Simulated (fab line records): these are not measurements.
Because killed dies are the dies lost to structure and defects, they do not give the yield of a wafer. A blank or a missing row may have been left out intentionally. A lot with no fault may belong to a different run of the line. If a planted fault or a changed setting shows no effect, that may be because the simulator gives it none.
A lot that was struck, set against a sound lot    flow n5Finfet    15 out of 1938 route steps
Sound: the wafers L298.2, L298.3, L298.6. Struck: wafer L296.1 (left out: L296.2, L296.4 of the same lot, which were not struck); the cause appears at the end.
Per side, at each step with rows, come the tool, then ch with its chambers, and then its first start. Under that, the readings that differ: sound wafers    struck wafers    difference of the means    sigmas: that difference in standard deviations of wafers without a fault.
alike: readings whose means differ by less than 2 such deviations, and words and numbers that are the same on both sides. not compared: withheld readings, readings that some wafer has no value for, bounds like >300 that may hide the same value, and numbers for which the record gives no deviation and whose values overlap.
A row with sigmas, a row that says differs or no value, or rows on one side alone: a step with any of these is where the two part. Numbers that don't overlap but have no deviation are shown without sigmas and don't part them. A reading missing from all wafers of one side parts the sides only when that side holds two or more wafers.

first, 4 steps without rows for these wafers: N5_BEOL_M4_SOFTBAKE_23 (time 60 s); N5_BEOL_M4_EXPOSE_25 (exposes mask V3, defocus 5 nm); N5_BEOL_M4_PEB_26 (peb time 60 s); N5_BEOL_M4_DEVELOP_27 (develop time 30 s).
N5_BEOL_M4_CD_MEAS_28: target cd 26.2 nm, target cd y 24.1 nm.
  sound on cdSem-01 ch 0, day 8 16:28; struck on cdSem-01 ch 0, day 8 08:36
  alike: cdNm
N5_BEOL_M4_OVL_MEAS_29:
  sound on overlay-02 ch 0, day 8 16:31; struck on overlay-01 ch 0, day 8 08:38
  alike: V3_OVL
N5_BEOL_M4_INSPECT_30: inspects for defects (brightfield).
  sound on defectInspect-01, day 8 16:34; struck on defectInspect-01, day 8 08:41
  alike: rawDefectCount
N5_BEOL_M4_DESCUM_33: chemistry O2, time 7 s.
  sound on rieDiel-05 ch 0,3, day 8 16:36; struck on rieDiel-04 ch 1, day 8 08:44
reading               sound              struck  difference  sigmas
throttleValvePct (%)  20.40 20.60 20.40  19.96   -0.51       -2
  alike: drypumpMotorCurrentA, oesProductAu, rfVppV, showerheadPlenumPTorr
  not compared: rfHoursCounterH
N5_BEOL_M4_ETCH_77: etches underlayer in N2/H2, target depth 6.5 nm, time 5.2 s.
  sound on rieDiel-05 ch 0,3, day 8 16:38; struck on rieDiel-04 ch 1, day 8 08:46
reading               sound              struck  difference  sigmas
throttleValvePct (%)  17.88 18.04 17.87  17.38   -0.55       -2
  alike: drypumpMotorCurrentA, etchRfOnTimeS, oesProductAu, rfVppV, showerheadPlenumPTorr
  not compared: rfHoursCounterH
N5_BEOL_M4_ETCH_69: etches SiARC in CF4, target depth 15.6 nm, time 26 s.
  sound on rieDiel-05 ch 0,3, day 8 16:39; struck on rieDiel-04 ch 1, day 8 08:47
reading     sound              struck  difference  sigmas
rfVppV (V)  186.3 184.8 185.9  183.1   -2.6        -2
  alike: drypumpMotorCurrentA, etchRfOnTimeS, oesProductAu, showerheadPlenumPTorr, throttleValvePct
  not compared: rfHoursCounterH
N5_BEOL_M4_ALD_98: deposits SiO2, target thk 2.5 nm, pulse time 1 s, co reactant pulse time 1 s.
  sound on aldSin-03 ch 1,2,3, day 8 16:46; struck on aldSin-03 ch 2, day 8 09:08
  alike: heaterPowerW, precursorPulseHeightRel
N5_BEOL_M4_ETCHBACK_99: etches SiO2 in CHF3, target depth 5 nm, time 10.4 s.
  sound on rieDiel-05 ch 0,1,3, day 8 16:56; struck on rieDiel-04 ch 2, day 8 13:56
  alike: drypumpMotorCurrentA, oesProductAu, rfVppV, showerheadPlenumPTorr, throttleValvePct
  not compared: rfHoursCounterH
N5_BEOL_M4_ETCH_70: etches SOC in N2/H2, target depth 80 nm, overetch 24 nm, time 130 s.
  sound on rieDiel-05 ch 0,1,3, day 8 16:58; struck on rieDiel-04 ch 2, day 8 13:58
reading                                    sound      struck  difference  sigmas
model.SiARC_of_BEOL_M4_COAT_68.thkNm (nm)  5.8 5.8 6  7       +1          
  alike: drypumpMotorCurrentA, oesProductAu, rfVppV, showerheadPlenumPTorr, throttleValvePct
  not compared: rfHoursCounterH
then, 1 step without rows for these wafers: N5_BEOL_M4_STRIP_71 (strips in N2/H2).
N5_BEOL_M4_RC_MEAS_101:
  sound on prober-02 ch 0, day 8 21:13; struck on prober-01 ch 0, day 8 18:10
  alike: DIBL_N, DIBL_P, IOFF_N, IOFF_P, ION_N, ION_P, SS_N, SS_P, VT_N, VT_P

## WHERE THEY PART
Last at N5_BEOL_M4_ETCH_69 as far as this record goes, first at N5_BEOL_M4_DESCUM_33. Later steps at which nothing parts them and some readings are alike: N5_BEOL_M4_ALD_98, N5_BEOL_M4_ETCHBACK_99, N5_BEOL_M4_ETCH_70, N5_BEOL_M4_RC_MEAS_101.

WHY: whatever the simulator had introduced
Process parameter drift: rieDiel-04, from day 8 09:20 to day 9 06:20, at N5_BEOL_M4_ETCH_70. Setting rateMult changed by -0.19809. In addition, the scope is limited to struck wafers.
